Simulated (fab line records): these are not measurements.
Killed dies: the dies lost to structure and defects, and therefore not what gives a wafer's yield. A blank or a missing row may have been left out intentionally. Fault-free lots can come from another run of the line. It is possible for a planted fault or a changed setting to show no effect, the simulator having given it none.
Comparing a struck lot with a sound one + flow n5Finfet + 36 steps out of a route of 1938
Sound: these wafers, L424.2, L424.4, L424.6. The struck wafers were L421.2, L421.3, L421.6. The cause comes at the end.
At each step with rows: each side's tool, then ch and its chambers, then its first start. Under that, the readings that differ: sound wafers + struck wafers + difference of the means + sigmas: that difference in standard deviations of wafers without a fault.
alike: readings with means less than 2 such deviations apart, plus words and numbers identical on both sides. not compared: withheld readings, readings lacking a value on some wafer, bounds such as >300 that could conceal the same value, and numbers that have no deviation in the record and whose values overlap.
A row with sigmas, a row that says differs or no value, or rows on one side alone: a step with any of these is where the two part. When numbers do not overlap yet have no deviation, they are printed without sigmas and do not part them. A reading that every wafer of one side lacks parts them only if that side has two wafers or more.

first, 9 steps without rows for these wafers: N5_BEOL_M3_ILD_DEP_00 (deposits SiOC from DEMS/O2, target thk 79 nm, time 15.3 s); N5_BEOL_M3_PECVD_72 (deposits SiO2 from TEOS/O2, target thk 16 nm, time 18 s); N5_BEOL_M3_HM_DEP_02 (deposits TiN, target thk 20 nm); N5_BEOL_M3_COAT_61 (time 60 s, resist thk 60 nm); N5_BEOL_M3_COAT_62 (time 60 s, resist thk 12 nm); N5_BEOL_M3_COAT_73 (time 60 s, resist thk 5 nm); N5_BEOL_M3_COAT_05 (resist thk 30 nm); N5_BEOL_M3_EBR_07; N5_BEOL_M3_SOFTBAKE_06 (time 60 s).
N5_BEOL_M3_EXPOSE_08: exposes mask M3.
  sound on euvScanner-02 ch 0, day 10 13:16; struck on euvScanner-01 ch 0, day 9 15:31
| reading           | sound             | struck            | difference | sigmas |
|-------------------|-------------------|-------------------|------------|--------|
| exposureDoseMJCm2 | 32.99 33.00 33.00 | 34.94 34.92 34.97 | +1.95      | +61    |
  alike: mask
then, 2 steps without rows for these wafers: N5_BEOL_M3_PEB_09 (peb time 60 s); N5_BEOL_M3_DEVELOP_10 (develop time 30 s).
N5_BEOL_M3_CD_MEAS_11 targets a cd of 17.05 nm.
  sound on cdSem-02 ch 0, day 10 13:23; struck on cdSem-01 ch 0, day 9 15:38
| reading   | sound             | struck            | difference | sigmas |
|-----------|-------------------|-------------------|------------|--------|
| cdNm (nm) | 16.86 16.96 16.49 | 18.25 18.29 18.39 | +1.54      | +6     |
then, 1 step without rows for these wafers: N5_BEOL_M3_DESCUM_16 (chemistry O2, time 7 s).
N5_BEOL_M3_ETCH_74: etches underlayer in N2/H2, target depth 6.5 nm, time 5.2 s.
  sound on rieDiel-06 ch 0,1,3, day 10 13:32; struck on rieDiel-03 ch 0,1,2, day 9 15:47
| reading                       | sound | struck    | difference | sigmas |
|-------------------------------|-------|-----------|------------|--------|
| model.BEOL_M3.cdOffsetNm (nm) | 0 0 0 | 1.2 1 1.2 | +1.1       |        |
  alike: chamberPressureMTorr, drypumpMotorCurrentA, etchRfOnTimeS, n2FlowSccm, oesProductAu, rfVppV, showerheadPlenumPTorr, throttleValvePct
  not compared: rfHoursCounterH
then, 5 steps without rows for these wafers: N5_BEOL_M3_ETCH_63 (etches SiARC in CF4, target depth 15.6 nm, time 26 s); N5_BEOL_M3_ETCH_64 (etches SOC in N2/H2, target depth 75 nm, overetch 15 nm, time 112.5 s); N5_BEOL_M3_STRIP_65 (strips in N2/H2); N5_BEOL_M3_STRIP_75 (strips in N2/H2); N5_BEOL_M3_STRIP_66 (strips in CF4).
N5_BEOL_M3_HM_OPEN_17: chemistry Cl2/BCl3, target TiN, target depth 20 nm, overetch 6 nm.
  sound on rieMetal-03 ch 1, day 10 13:45; struck on rieMetal-01 ch 1, day 9 16:01
| reading                       | sound          | struck    | difference | sigmas |
|-------------------------------|----------------|-----------|------------|--------|
| model.BEOL_M3.cdOffsetNm (nm) | -0.2 -0.4 -0.2 | 1.4 1 1.4 | +1.5       |        |
  alike: chamberPressureMTorr, drypumpMotorCurrentA, oesProductAu, throttleValvePct
  not compared: rfHoursCounterH
then, 1 step without rows for these wafers: N5_BEOL_M3_STRIP_19 (strips in O2).
N5_BEOL_M3_CD_MEAS_18: pitch 36 nm, target cd 18 nm.
  struck on cdSem-01, day 9 16:11; sound on cdSem-01, day 10 13:56
| reading   | sound          | struck         | difference | sigmas |
|-----------|----------------|----------------|------------|--------|
| cdNm (nm) | 17.9 17.7 17.7 | 19.3 18.8 18.9 | +1.2       | +4     |
then, 11 steps without rows for these wafers: N5_BEOL_M3_COAT_67 (time 60 s, resist thk 60 nm); N5_BEOL_M3_COAT_68 (time 60 s, resist thk 12 nm); N5_BEOL_M3_COAT_76 (time 60 s, resist thk 5 nm); N5_BEOL_M3_COAT_22 (resist thk 30 nm); N5_BEOL_M3_EBR_24; N5_BEOL_M3_SOFTBAKE_23 (time 60 s); N5_BEOL_M3_EXPOSE_25 (exposes mask V2, defocus 5 nm); N5_BEOL_M3_PEB_26 (peb time 60 s); N5_BEOL_M3_DEVELOP_27 (develop time 30 s); N5_BEOL_M3_DESCUM_33 (chemistry O2, time 7 s); N5_BEOL_M3_ETCH_77 (etches underlayer in N2/H2, target depth 6.5 nm, time 5.2 s).
N5_BEOL_M4_RC_MEAS_101:
  the record has rows for the sound wafers here (prober-01 ch 0, day 11 10:56) and none for the struck ones
then, 1 step without rows for these wafers: N5_PASSIVATION_PROBE_49.

WHERE THEY PART
Earliest at N5_BEOL_M3_EXPOSE_08; latest, in this record, at N5_BEOL_M4_RC_MEAS_101.

WHY: whatever the simulator had introduced
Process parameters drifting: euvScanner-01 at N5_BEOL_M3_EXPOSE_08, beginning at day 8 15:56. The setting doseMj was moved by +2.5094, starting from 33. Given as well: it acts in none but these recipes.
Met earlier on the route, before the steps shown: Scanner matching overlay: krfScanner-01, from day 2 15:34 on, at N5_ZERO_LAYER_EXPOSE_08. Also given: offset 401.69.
